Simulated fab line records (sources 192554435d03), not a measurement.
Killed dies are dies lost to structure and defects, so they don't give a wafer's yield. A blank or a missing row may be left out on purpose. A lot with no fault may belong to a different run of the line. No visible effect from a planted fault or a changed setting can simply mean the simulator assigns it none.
Which tool did it? :: flow n5_finfet :: 24 lots, 72 wafers sampled, at 6 steps of a route of 1938

== WHAT THE GAUGES READ, wafer by wafer ==
N5_BEOL_M12_INSPECT_12: inspects for defects (macro). Usual: raw_defect_count 2.1, standard deviation 1.4.
lot: L074
measured: day 11 08:01
on: defect_inspect-02
raw_defect_count: 3 1 2
flag: 

lot: L076
measured: day 11 18:33
on: defect_inspect-01
raw_defect_count: 2 1 2
flag: 

lot: L075
measured: day 11 20:03
on: defect_inspect-02
raw_defect_count: 3 1 0
flag: 

lot: L077
measured: day 11 20:15
on: defect_inspect-02
raw_defect_count: 3 3 2
flag: 

lot: L080
measured: day 11 23:19
on: defect_inspect-02
raw_defect_count: 2 0 2
flag: 

lot: L078
measured: day 12 00:49
on: defect_inspect-01
raw_defect_count: 0 1 3
flag: 

lot: L079
measured: day 12 01:17
on: defect_inspect-02
raw_defect_count: 0 1 1
flag: 

lot: L081
measured: day 13 03:53
on: defect_inspect-01
raw_defect_count: 1 6 4
flag: 

lot: L084
measured: day 13 08:44
on: defect_inspect-02
raw_defect_count: 0 3 0
flag: 

lot: L082
measured: day 13 12:44
on: defect_inspect-02
raw_defect_count: 2 3 1
flag: 

lot: L083
measured: day 13 14:10
on: defect_inspect-01
raw_defect_count: 1 3 1
flag: 

lot: L086
measured: day 14 17:09
on: defect_inspect-01
raw_defect_count: 1 2 2
flag: 

lot: L087
measured: day 14 22:05
on: defect_inspect-01
raw_defect_count: 4 1 1
flag: 

lot: L088
measured: day 14 22:10
on: defect_inspect-02
raw_defect_count: 2 5 1
flag: 

lot: L085
measured: day 14 23:04
on: defect_inspect-01
raw_defect_count: 3 0 3
flag: 

lot: L090
measured: day 15 00:42
on: defect_inspect-02
raw_defect_count: 2 2 1
flag: 

lot: L089
measured: day 15 08:29
on: defect_inspect-02
raw_defect_count: 0 2 1
flag: 

lot: L092
measured: day 15 08:39
on: defect_inspect-02
raw_defect_count: 0 2 1
flag: 

lot: L091
measured: day 15 19:11
on: defect_inspect-02
raw_defect_count: 1 4 2
flag: 

lot: L094
measured: day 16 07:51
on: defect_inspect-01
raw_defect_count: 3 0 2
flag: 

lot: L095
measured: day 16 08:02
on: defect_inspect-01
raw_defect_count: 4 2 2
flag: 

lot: L093
measured: day 16 11:13
on: defect_inspect-02
raw_defect_count: 2 2 1
flag: 

lot: L096
measured: day 17 01:15
on: defect_inspect-02
raw_defect_count: 3 1 6
flag: 

lot: L097
measured: day 17 18:14
on: defect_inspect-01
raw_defect_count: 1 2 0
flag: 

N5_BEOL_M12_THK_MEAS_50: measures by xrf. Usual: M12_THK 325 nm, standard deviation 7.
lot: L074
measured: day 11 11:26
on: film_metro-01
M12_THK (nm): 333 324 315
flag: 

lot: L076
measured: day 11 23:27
on: film_metro-01
M12_THK (nm): 314 312 321
flag: 

lot: L075
measured: day 11 23:47
on: film_metro-01
M12_THK (nm): 330 317 314
flag: 

lot: L077
measured: day 12 00:52
on: film_metro-02
M12_THK (nm): 330 313 330
flag: 

lot: L080
measured: day 12 06:53
on: film_metro-02
M12_THK (nm): 337 323 328
flag: 

lot: L078
measured: day 12 07:36
on: film_metro-01
M12_THK (nm): 332 315 326
flag: 

lot: L079
measured: day 12 08:02
on: film_metro-02
M12_THK (nm): 320 323 324
flag: 

lot: L081
measured: day 13 14:18
on: film_metro-01
M12_THK (nm): 332 340 332
flag: 

lot: L084
measured: day 13 15:39
on: film_metro-01
M12_THK (nm): 331 324 315
flag: 

lot: L082
measured: day 13 20:40
on: film_metro-01
M12_THK (nm): 328 325 318
flag: 

lot: L083
measured: day 13 23:29
on: film_metro-02
M12_THK (nm): 327 317 324
flag: 

lot: L086
measured: day 15 00:26
on: film_metro-02
M12_THK (nm): 326 322 331
flag: 

lot: L087
measured: day 15 02:56
on: film_metro-01
M12_THK (nm): 333 331 335
flag: 

lot: L088
measured: day 15 03:02
on: film_metro-01
M12_THK (nm): 336 328 324
flag: 

lot: L085
measured: day 15 05:55
on: film_metro-01
M12_THK (nm): 342 331 340
flag: 

lot: L090
measured: day 15 07:23
on: film_metro-01
M12_THK (nm): 318 321 328
flag: 

lot: L089
measured: day 15 14:36
on: film_metro-02
M12_THK (nm): 326 319 310
flag: 

lot: L092
measured: day 15 17:19
on: film_metro-01
M12_THK (nm): 335 330 329
flag: 

lot: L091
measured: day 16 01:16
on: film_metro-02
M12_THK (nm): 323 316 337
flag: 

lot: L094
measured: day 16 14:11
on: film_metro-02
M12_THK (nm): 324 332 323
flag: 

lot: L095
measured: day 16 15:43
on: film_metro-01
M12_THK (nm): 316 316 325
flag: 

lot: L093
measured: day 16 20:09
on: film_metro-02
M12_THK (nm): 331 324 325
flag: 

lot: L096
measured: day 17 06:08
on: film_metro-02
M12_THK (nm): 324 334 332
flag: 

lot: L097
measured: day 17 23:22
on: film_metro-02
M12_THK (nm): 326 330 316
flag: 

N5_BEOL_M13_THK_MEAS_50: measures by xrf. Usual: M13_THK 427 nm, standard deviation 8.4.
lot: L074
measured: day 11 17:26
on: film_metro-02
M13_THK (nm): 413 416 419
flag: 

lot: L076
measured: day 12 12:14
on: film_metro-02
M13_THK (nm): 434 424 437
flag: 

lot: L075
measured: day 12 13:35
on: film_metro-01
M13_THK (nm): 423 435 436
flag: 

lot: L077
measured: day 12 16:08
on: film_metro-01
M13_THK (nm): 424 442 430
flag: 

lot: L080
measured: day 12 17:41
on: film_metro-02
M13_THK (nm): 416 420 436
flag: 

lot: L078
measured: day 12 18:14
on: film_metro-01
M13_THK (nm): 416 438 417
flag: 

lot: L079
measured: day 12 19:03
on: film_metro-02
M13_THK (nm): 416 431 413
flag: 

lot: L081
measured: day 13 23:49
on: film_metro-01
M13_THK (nm): 428 433 419
flag: 

lot: L084
measured: day 14 02:26
on: film_metro-02
M13_THK (nm): 430 419 420
flag: 

lot: L082
measured: day 14 03:05
on: film_metro-01
M13_THK (nm): 437 434 423
flag: 

lot: L083
measured: day 14 04:50
on: film_metro-01
M13_THK (nm): 421 434 417
flag: 

lot: L086
measured: day 15 06:36
on: film_metro-02
M13_THK (nm): 434 433 428
flag: 

lot: L087
measured: day 15 08:25
on: film_metro-01
M13_THK (nm): 441 434 438
flag: 

lot: L088
measured: day 15 08:46
on: film_metro-02
M13_THK (nm): 430 434 427
flag: 

lot: L085
measured: day 15 14:38
on: film_metro-02
M13_THK (nm): 424 419 423
flag: 

lot: L090
measured: day 15 14:04
on: film_metro-02
M13_THK (nm): 431 428 432
flag: 

lot: L089
measured: day 15 21:52
on: film_metro-01
M13_THK (nm): 416 423 409
flag: 

lot: L092
measured: day 15 23:56
on: film_metro-02
M13_THK (nm): 426 417 424
flag: 

lot: L091
measured: day 16 11:04
on: film_metro-02
M13_THK (nm): 423 426 414
flag: 

lot: L094
measured: day 16 22:38
on: film_metro-02
M13_THK (nm): 436 431 419
flag: 

lot: L095
measured: day 17 01:22
on: film_metro-02
M13_THK (nm): 423 426 415
flag: 

lot: L093
measured: day 17 02:38
on: film_metro-01
M13_THK (nm): 441 443 441
flag: 

lot: L096
measured: day 17 10:22
on: film_metro-02
M13_THK (nm): 430 432 430
flag: 

lot: L097
measured: day 18 03:52
on: film_metro-01
M13_THK (nm): 430 433 438
flag: 

== WHICH TOOL RAN EACH LOT (tool, then ch and the chambers of the sampled wafers, then the start) ==
lot: L074
N5_BEOL_M11_DEP_56: pecvd-04 ch 0,2, day 11 07:16
N5_BEOL_M12_SPUTTER_45: pvd_sputter-02, day 11 10:35
N5_BEOL_M13_DESCUM_33: rie_diel-03 ch 1,2, day 11 13:14

lot: L076
N5_BEOL_M11_DEP_56: pecvd-04 ch 0,1, day 11 17:49
N5_BEOL_M12_SPUTTER_45: pvd_sputter-02, day 11 22:36
N5_BEOL_M13_DESCUM_33: rie_diel-03 ch 2,3, day 12 01:09

lot: L075
N5_BEOL_M11_DEP_56: pecvd-01 ch 1,2, day 11 19:25
N5_BEOL_M12_SPUTTER_45: pvd_sputter-03, day 11 22:55
N5_BEOL_M13_DESCUM_33: rie_diel-03 ch 0,2, day 12 01:41

lot: L077
N5_BEOL_M11_DEP_56: pecvd-03 ch 0,2, day 11 19:38
N5_BEOL_M12_SPUTTER_45: pvd_sputter-03, day 12 00:00
N5_BEOL_M13_DESCUM_33: rie_diel-04 ch 2,3, day 12 02:32

lot: L080
N5_BEOL_M11_DEP_56: pecvd-04 ch 0,1,2, day 11 22:43
N5_BEOL_M12_SPUTTER_45: pvd_sputter-03, day 12 06:02
N5_BEOL_M13_DESCUM_33: rie_diel-02 ch 0,1,2, day 12 08:42

lot: L078
N5_BEOL_M11_DEP_56: pecvd-03 ch 0,2, day 12 00:13
N5_BEOL_M12_SPUTTER_45: pvd_sputter-03, day 12 06:45
N5_BEOL_M13_DESCUM_33: rie_diel-02 ch 0,1,2, day 12 09:17

lot: L079
N5_BEOL_M11_DEP_56: pecvd-04 ch 0,1,2, day 12 00:40
N5_BEOL_M12_SPUTTER_45: pvd_sputter-03, day 12 07:11
N5_BEOL_M13_DESCUM_33: rie_diel-04 ch 2,3, day 12 10:37

lot: L081
N5_BEOL_M11_DEP_56: pecvd-04 ch 0,2, day 13 03:16
N5_BEOL_M12_SPUTTER_45: pvd_sputter-01, day 13 10:30
N5_BEOL_M13_DESCUM_33: rie_diel-03 ch 0,2,3, day 13 16:06

lot: L084
N5_BEOL_M11_DEP_56: pecvd-01 ch 0,2, day 13 08:00
N5_BEOL_M12_SPUTTER_45: pvd_sputter-02, day 13 12:21
N5_BEOL_M13_DESCUM_33: rie_diel-04 ch 1,2,3, day 13 17:26

lot: L082
N5_BEOL_M11_DEP_56: pecvd-01 ch 1,2, day 13 12:08
N5_BEOL_M12_SPUTTER_45: pvd_sputter-02, day 13 16:38
N5_BEOL_M13_DESCUM_33: rie_diel-04 ch 2,3, day 13 22:49

lot: L083
N5_BEOL_M11_DEP_56: pecvd-04 ch 0,1,2, day 13 13:33
N5_BEOL_M12_SPUTTER_45: pvd_sputter-03, day 13 22:38
N5_BEOL_M13_DESCUM_33: rie_diel-04 ch 0,3, day 14 01:20

lot: L086
N5_BEOL_M11_DEP_56: pecvd-04 ch 0,1,2, day 14 16:25
N5_BEOL_M12_SPUTTER_45: pvd_sputter-03, day 14 22:01
N5_BEOL_M13_DESCUM_33: rie_diel-02 ch 0,2, day 15 02:19

lot: L087
N5_BEOL_M11_DEP_56: pecvd-01 ch 0,1,2, day 14 21:25
N5_BEOL_M12_SPUTTER_45: pvd_sputter-02, day 15 02:05
N5_BEOL_M13_DESCUM_33: rie_diel-02 ch 0,3, day 15 04:38

lot: L088
N5_BEOL_M11_DEP_56: pecvd-04 ch 0,1,2, day 14 21:29
N5_BEOL_M12_SPUTTER_45: pvd_sputter-03, day 15 02:05
N5_BEOL_M13_DESCUM_33: rie_diel-02 ch 0,2, day 15 05:11

lot: L085
N5_BEOL_M11_DEP_56: pecvd-04 ch 1,2, day 14 22:25
N5_BEOL_M12_SPUTTER_45: pvd_sputter-01, day 15 05:02
N5_BEOL_M13_DESCUM_33: rie_diel-04 ch 0,1, day 15 07:43

lot: L090
N5_BEOL_M11_DEP_56: pecvd-03 ch 0,1,2, day 14 23:58
N5_BEOL_M12_SPUTTER_45: pvd_sputter-01, day 15 06:31
N5_BEOL_M13_DESCUM_33: rie_diel-03 ch 0,1,3, day 15 09:11

lot: L089
N5_BEOL_M11_DEP_56: pecvd-01 ch 0,1,2, day 15 07:45
N5_BEOL_M12_SPUTTER_45: pvd_sputter-02, day 15 13:23
N5_BEOL_M13_DESCUM_33: rie_diel-04 ch 0,1,2, day 15 16:56

lot: L092
N5_BEOL_M11_DEP_56: pecvd-01 ch 0,1,2, day 15 07:49
N5_BEOL_M12_SPUTTER_45: pvd_sputter-02, day 15 16:26
N5_BEOL_M13_DESCUM_33: rie_diel-04 ch 2,3, day 15 19:07

lot: L091
N5_BEOL_M11_DEP_56: pecvd-01 ch 0,2, day 15 18:34
N5_BEOL_M12_SPUTTER_45: pvd_sputter-01, day 16 00:07
N5_BEOL_M13_DESCUM_33: rie_diel-04 ch 0,2,3, day 16 03:25

lot: L094
N5_BEOL_M11_DEP_56: pecvd-04 ch 1,2, day 16 07:07
N5_BEOL_M12_SPUTTER_45: pvd_sputter-02, day 16 13:20
N5_BEOL_M13_DESCUM_33: rie_diel-04 ch 0,1,3, day 16 16:10

lot: L095
N5_BEOL_M11_DEP_56: pecvd-03 ch 0,1,2, day 16 07:25
N5_BEOL_M12_SPUTTER_45: pvd_sputter-02, day 16 14:11
N5_BEOL_M13_DESCUM_33: rie_diel-04 ch 1,2, day 16 18:01

lot: L093
N5_BEOL_M11_DEP_56: pecvd-03 ch 0,2, day 16 10:35
N5_BEOL_M12_SPUTTER_45: pvd_sputter-03, day 16 16:16
N5_BEOL_M13_DESCUM_33: rie_diel-02 ch 1,2,3, day 16 22:06

lot: L096
N5_BEOL_M11_DEP_56: pecvd-01 ch 0,2, day 17 00:31
N5_BEOL_M12_SPUTTER_45: pvd_sputter-03, day 17 05:04
N5_BEOL_M13_DESCUM_33: rie_diel-02 ch 1,2,3, day 17 08:07

lot: L097
N5_BEOL_M11_DEP_56: pecvd-01 ch 1,2, day 17 17:38
N5_BEOL_M12_SPUTTER_45: pvd_sputter-03, day 17 22:17
N5_BEOL_M13_DESCUM_33: rie_diel-02 ch 1,2,3, day 18 01:17
- N5_BEOL_M11_DEP_56: deposits SiCN from 3MS/NH3, target thk 30 nm, time 10.5 s.
- N5_BEOL_M12_SPUTTER_45: material Cu, target thk 80 nm, time 13.33 s.
- N5_BEOL_M13_DESCUM_33: chemistry O2, time 7.9 s.

== WHAT THE TOOLS THEMSELVES READ (means of the sampled wafers that have a number; where no wafer has one, the mark that the record gives instead) ==
N5_BEOL_M11_DEP_56. Usual: showerhead_plenum_p_Torr 4.155 Torr, standard deviation 0.018; throttle_valve_pct 17.9 %, standard deviation 1.1.
lot: L074
tool: pecvd-04
showerhead_plenum_p_Torr (Torr): 4.152
throttle_valve_pct (%): 16.9
flag: 

lot: L076
tool: pecvd-04
showerhead_plenum_p_Torr (Torr): 4.164
throttle_valve_pct (%): 17.6
flag: 

lot: L075
tool: pecvd-01
showerhead_plenum_p_Torr (Torr): 4.150
throttle_valve_pct (%): 19.3
flag: 

lot: L077
tool: pecvd-03
showerhead_plenum_p_Torr (Torr): 4.167
throttle_valve_pct (%): 17.1
flag: 

lot: L080
tool: pecvd-04
showerhead_plenum_p_Torr (Torr): 4.153
throttle_valve_pct (%): 17.3
flag: 

lot: L078
tool: pecvd-03
showerhead_plenum_p_Torr (Torr): 4.175
throttle_valve_pct (%): 17.4
flag: 

lot: L079
tool: pecvd-04
showerhead_plenum_p_Torr (Torr): 4.153
throttle_valve_pct (%): 17.4
flag: 

lot: L081
tool: pecvd-04
showerhead_plenum_p_Torr (Torr): 4.164
throttle_valve_pct (%): 17.4
flag: 

lot: L084
tool: pecvd-01
showerhead_plenum_p_Torr (Torr): 4.153
throttle_valve_pct (%): 17.9
flag: 

lot: L082
tool: pecvd-01
showerhead_plenum_p_Torr (Torr): 4.153
throttle_valve_pct (%): 19.3
flag: 

lot: L083
tool: pecvd-04
showerhead_plenum_p_Torr (Torr): 4.148
throttle_valve_pct (%): 17.3
flag: 

lot: L086
tool: pecvd-04
showerhead_plenum_p_Torr (Torr): 4.148
throttle_valve_pct (%): 17.3
flag: 

lot: L087
tool: pecvd-01
showerhead_plenum_p_Torr (Torr): 4.149
throttle_valve_pct (%): 18.5
flag: 

lot: L088
tool: pecvd-04
showerhead_plenum_p_Torr (Torr): 4.152
throttle_valve_pct (%): 17.3
flag: 

lot: L085
tool: pecvd-04
showerhead_plenum_p_Torr (Torr): 4.137
throttle_valve_pct (%): 17.0
flag: 

lot: L090
tool: pecvd-03
showerhead_plenum_p_Torr (Torr): 4.175
throttle_valve_pct (%): 17.9
flag: 

lot: L089
tool: pecvd-01
showerhead_plenum_p_Torr (Torr): 4.150
throttle_valve_pct (%): 18.6
flag: 

lot: L092
tool: pecvd-01
showerhead_plenum_p_Torr (Torr): 4.156
throttle_valve_pct (%): 18.6
flag: 

lot: L091
tool: pecvd-01
showerhead_plenum_p_Torr (Torr): 4.156
throttle_valve_pct (%): 18.0
flag: 

lot: L094
tool: pecvd-04
showerhead_plenum_p_Torr (Torr): 4.137
throttle_valve_pct (%): 16.8
flag: 

lot: L095
tool: pecvd-03
showerhead_plenum_p_Torr (Torr): 4.170
throttle_valve_pct (%): 18.1
flag: 

lot: L093
tool: pecvd-03
showerhead_plenum_p_Torr (Torr): 4.173
throttle_valve_pct (%): 17.5
flag: 

lot: L096
tool: pecvd-01
showerhead_plenum_p_Torr (Torr): 4.157
throttle_valve_pct (%): 17.9
flag: 

lot: L097
tool: pecvd-01
showerhead_plenum_p_Torr (Torr): 4.156
throttle_valve_pct (%): 19.4
flag: 

N5_BEOL_M12_SPUTTER_45. Usual: substrate_temp_c -20.00 C, standard deviation 0.12; throttle_valve_pct 30.1 %, standard deviation 0.8.
lot: L074
tool: pvd_sputter-02
substrate_temp_c (C): -19.99
throttle_valve_pct (%): 30.3
flag: 

lot: L076
tool: pvd_sputter-02
substrate_temp_c (C): -20.02
throttle_valve_pct (%): 29.1
flag: 

lot: L075
tool: pvd_sputter-03
substrate_temp_c (C): -20.09
throttle_valve_pct (%): 31.1
flag: 

lot: L077
tool: pvd_sputter-03
substrate_temp_c (C): -19.91
throttle_valve_pct (%): 30.4
flag: 

lot: L080
tool: pvd_sputter-03
substrate_temp_c (C): -20.10
throttle_valve_pct (%): 30.4
flag: 

lot: L078
tool: pvd_sputter-03
substrate_temp_c (C): -20.07
throttle_valve_pct (%): 31.0
flag: 

lot: L079
tool: pvd_sputter-03
substrate_temp_c (C): -20.09
throttle_valve_pct (%): 30.7
flag: 

lot: L081
tool: pvd_sputter-01
substrate_temp_c (C): -20.01
throttle_valve_pct (%): 29.2
flag: 

lot: L084
tool: pvd_sputter-02
substrate_temp_c (C): -20.01
throttle_valve_pct (%): 29.5
flag: 

lot: L082
tool: pvd_sputter-02
substrate_temp_c (C): -20.02
throttle_valve_pct (%): 29.9
flag: 

lot: L083
tool: pvd_sputter-03
substrate_temp_c (C): -19.92
throttle_valve_pct (%): 30.7
flag: 

lot: L086
tool: pvd_sputter-03
substrate_temp_c (C): -20.06
throttle_valve_pct (%): 30.7
flag: 

lot: L087
tool: pvd_sputter-02
substrate_temp_c (C): -20.08
throttle_valve_pct (%): 30.0
flag: 

lot: L088
tool: pvd_sputter-03
substrate_temp_c (C): -19.88
throttle_valve_pct (%): 30.6
flag: 

lot: L085
tool: pvd_sputter-01
substrate_temp_c (C): -20.15
throttle_valve_pct (%): 29.1
flag: 

lot: L090
tool: pvd_sputter-01
substrate_temp_c (C): -19.99
throttle_valve_pct (%): 29.2
flag: 

lot: L089
tool: pvd_sputter-02
substrate_temp_c (C): -19.97
throttle_valve_pct (%): 29.9
flag: 

lot: L092
tool: pvd_sputter-02
substrate_temp_c (C): -20.04
throttle_valve_pct (%): 30.0
flag: 

lot: L091
tool: pvd_sputter-01
substrate_temp_c (C): -19.93
throttle_valve_pct (%): 29.6
flag: 

lot: L094
tool: pvd_sputter-02
substrate_temp_c (C): -20.03
throttle_valve_pct (%): 29.2
flag: 

lot: L095
tool: pvd_sputter-02
substrate_temp_c (C): -20.02
throttle_valve_pct (%): 29.5
flag: 

lot: L093
tool: pvd_sputter-03
substrate_temp_c (C): -20.02
throttle_valve_pct (%): 30.7
flag: 

lot: L096
tool: pvd_sputter-03
substrate_temp_c (C): -19.98
throttle_valve_pct (%): 30.8
flag: 

lot: L097
tool: pvd_sputter-03
substrate_temp_c (C): -20.01
throttle_valve_pct (%): 30.7
flag: 

N5_BEOL_M13_DESCUM_33. Usual: drypump_motor_current_A 5.7 A, standard deviation 0.6; oes_product_au 0.79 a.u., standard deviation 0.092; rf_vpp_V 242.6 V, standard deviation 1.3; showerhead_plenum_p_Torr 2.06 Torr, standard deviation 0.071; temp_c 40.00 C, standard deviation 0.096; throttle_valve_pct 20.32 %, standard deviation 0.29.
lot: L074
tool: rie_diel-03
drypump_motor_current_A (A): 5.8
oes_product_au (a.u.): 0.70
rf_vpp_V (V): 243.6
showerhead_plenum_p_Torr (Torr): 2.11
temp_c (C): 40.07
throttle_valve_pct (%): 20.66
flag: 

lot: L076
tool: rie_diel-03
drypump_motor_current_A (A): 5.7
oes_product_au (a.u.): 0.74
rf_vpp_V (V): 243.1
showerhead_plenum_p_Torr (Torr): 2.10
temp_c (C): 40.04
throttle_valve_pct (%): 20.43
flag: 

lot: L075
tool: rie_diel-03
drypump_motor_current_A (A): 5.3
oes_product_au (a.u.): 0.88
rf_vpp_V (V): 242.5
showerhead_plenum_p_Torr (Torr): 2.07
temp_c (C): 40.06
throttle_valve_pct (%): 20.62
flag: 

lot: L077
tool: rie_diel-04
drypump_motor_current_A (A): 5.5
oes_product_au (a.u.): 0.72
rf_vpp_V (V): 242.4
showerhead_plenum_p_Torr (Torr): 2.08
temp_c (C): 39.99
throttle_valve_pct (%): 20.21
flag: 

lot: L080
tool: rie_diel-02
drypump_motor_current_A (A): 5.7
oes_product_au (a.u.): 0.74
rf_vpp_V (V): 243.9
showerhead_plenum_p_Torr (Torr): 2.15
temp_c (C): 40.02
throttle_valve_pct (%): 20.72
flag: 

lot: L078
tool: rie_diel-02
drypump_motor_current_A (A): 5.6
oes_product_au (a.u.): 0.75
rf_vpp_V (V): 243.2
showerhead_plenum_p_Torr (Torr): 2.15
temp_c (C): 40.00
throttle_valve_pct (%): 20.70
flag: 

lot: L079
tool: rie_diel-04
drypump_motor_current_A (A): 5.5
oes_product_au (a.u.): 0.72
rf_vpp_V (V): 242.8
showerhead_plenum_p_Torr (Torr): 2.08
temp_c (C): 39.99
throttle_valve_pct (%): 20.22
flag: 

lot: L081
tool: rie_diel-03
drypump_motor_current_A (A): 5.5
oes_product_au (a.u.): 0.79
rf_vpp_V (V): 242.9
showerhead_plenum_p_Torr (Torr): 2.08
temp_c (C): 40.04
throttle_valve_pct (%): 20.54
flag: 

lot: L084
tool: rie_diel-04
drypump_motor_current_A (A): 5.6
oes_product_au (a.u.): 0.73
rf_vpp_V (V): 242.4
showerhead_plenum_p_Torr (Torr): 2.05
temp_c (C): 39.86
throttle_valve_pct (%): 20.18
flag: 

lot: L082
tool: rie_diel-04
drypump_motor_current_A (A): 5.9
oes_product_au (a.u.): 0.71
rf_vpp_V (V): 242.1
showerhead_plenum_p_Torr (Torr): 2.06
temp_c (C): 39.97
throttle_valve_pct (%): 20.24
flag: 

lot: L083
tool: rie_diel-04
drypump_motor_current_A (A): 6.0
oes_product_au (a.u.): 0.71
rf_vpp_V (V): 241.7
showerhead_plenum_p_Torr (Torr): 1.95
temp_c (C): 39.87
throttle_valve_pct (%): 20.39
flag: 

lot: L086
tool: rie_diel-02
drypump_motor_current_A (A): 5.4
oes_product_au (a.u.): 0.91
rf_vpp_V (V): 244.7
showerhead_plenum_p_Torr (Torr): 2.14
temp_c (C): 40.08
throttle_valve_pct (%): 20.60
flag: 

lot: L087
tool: rie_diel-02
drypump_motor_current_A (A): 6.3
oes_product_au (a.u.): 0.86
rf_vpp_V (V): 242.6
showerhead_plenum_p_Torr (Torr): 2.06
temp_c (C): 40.04
throttle_valve_pct (%): 20.25
flag: 

lot: L088
tool: rie_diel-02
drypump_motor_current_A (A): 5.4
oes_product_au (a.u.): 0.91
rf_vpp_V (V): 244.2
showerhead_plenum_p_Torr (Torr): 2.14
temp_c (C): 39.98
throttle_valve_pct (%): 20.60
flag: 

lot: L085
tool: rie_diel-04
drypump_motor_current_A (A): 5.5
oes_product_au (a.u.): 0.76
rf_vpp_V (V): 241.2
showerhead_plenum_p_Torr (Torr): 1.98
temp_c (C): 39.95
throttle_valve_pct (%): 20.22
flag: 

lot: L090
tool: rie_diel-03
drypump_motor_current_A (A): 5.7
oes_product_au (a.u.): 0.85
rf_vpp_V (V): 243.1
showerhead_plenum_p_Torr (Torr): 2.09
temp_c (C): 40.00
throttle_valve_pct (%): 20.19
flag: 

lot: L089
tool: rie_diel-04
drypump_motor_current_A (A): 5.5
oes_product_au (a.u.): 0.73
rf_vpp_V (V): 241.2
showerhead_plenum_p_Torr (Torr): 2.00
temp_c (C): 39.98
throttle_valve_pct (%): 20.28
flag: 

lot: L092
tool: rie_diel-04
drypump_motor_current_A (A): 5.9
oes_product_au (a.u.): 0.89
rf_vpp_V (V): 242.1
showerhead_plenum_p_Torr (Torr): 2.05
temp_c (C): 40.05
throttle_valve_pct (%): 20.05
flag: 

lot: L091
tool: rie_diel-04
drypump_motor_current_A (A): 5.8
oes_product_au (a.u.): 0.79
rf_vpp_V (V): 241.2
showerhead_plenum_p_Torr (Torr): 2.01
temp_c (C): 39.98
throttle_valve_pct (%): 20.21
flag: 

lot: L094
tool: rie_diel-04
drypump_motor_current_A (A): 5.8
oes_product_au (a.u.): 0.81
rf_vpp_V (V): 241.2
showerhead_plenum_p_Torr (Torr): 1.98
temp_c (C): 40.02
throttle_valve_pct (%): 20.19
flag: 

lot: L095
tool: rie_diel-04
drypump_motor_current_A (A): 5.3
oes_product_au (a.u.): 0.75
rf_vpp_V (V): 241.9
showerhead_plenum_p_Torr (Torr): 2.04
temp_c (C): 39.98
throttle_valve_pct (%): 20.15
flag: 

lot: L093
tool: rie_diel-02
drypump_motor_current_A (A): 6.0
oes_product_au (a.u.): 0.86
rf_vpp_V (V): 243.1
showerhead_plenum_p_Torr (Torr): 2.09
temp_c (C): 39.99
throttle_valve_pct (%): 20.27
flag: 

lot: L096
tool: rie_diel-02
drypump_motor_current_A (A): 5.9
oes_product_au (a.u.): 0.85
rf_vpp_V (V): 243.1
showerhead_plenum_p_Torr (Torr): 2.09
temp_c (C): 39.97
throttle_valve_pct (%): 20.28
flag: 

lot: L097
tool: rie_diel-02
drypump_motor_current_A (A): 5.9
oes_product_au (a.u.): 0.83
rf_vpp_V (V): 242.8
showerhead_plenum_p_Torr (Torr): 2.09
temp_c (C): 40.02
throttle_valve_pct (%): 20.28
flag: 

== THE ANSWER, worked out from the rows above alone ==
Rule: take the mean of a lot's wafers that have a number; if it is more than 3 standard deviations from the usual mean, the lot is off. A lot without any number at a reading at which 4 lots or more have one is off too. All remaining lots with rows at the step are treated as sound. The gauges are gone through in route order, then the tools' own readings, and for those a lot's mean is taken as printed above. The first step at which some lot is off is used, and at that step the reading that is off furthest; a lot without a number counts as furthest.
No lot is off at any reading shown: from this, nothing can be told.

== WHAT HAD BEEN PUT IN BY THE SIMULATOR ==
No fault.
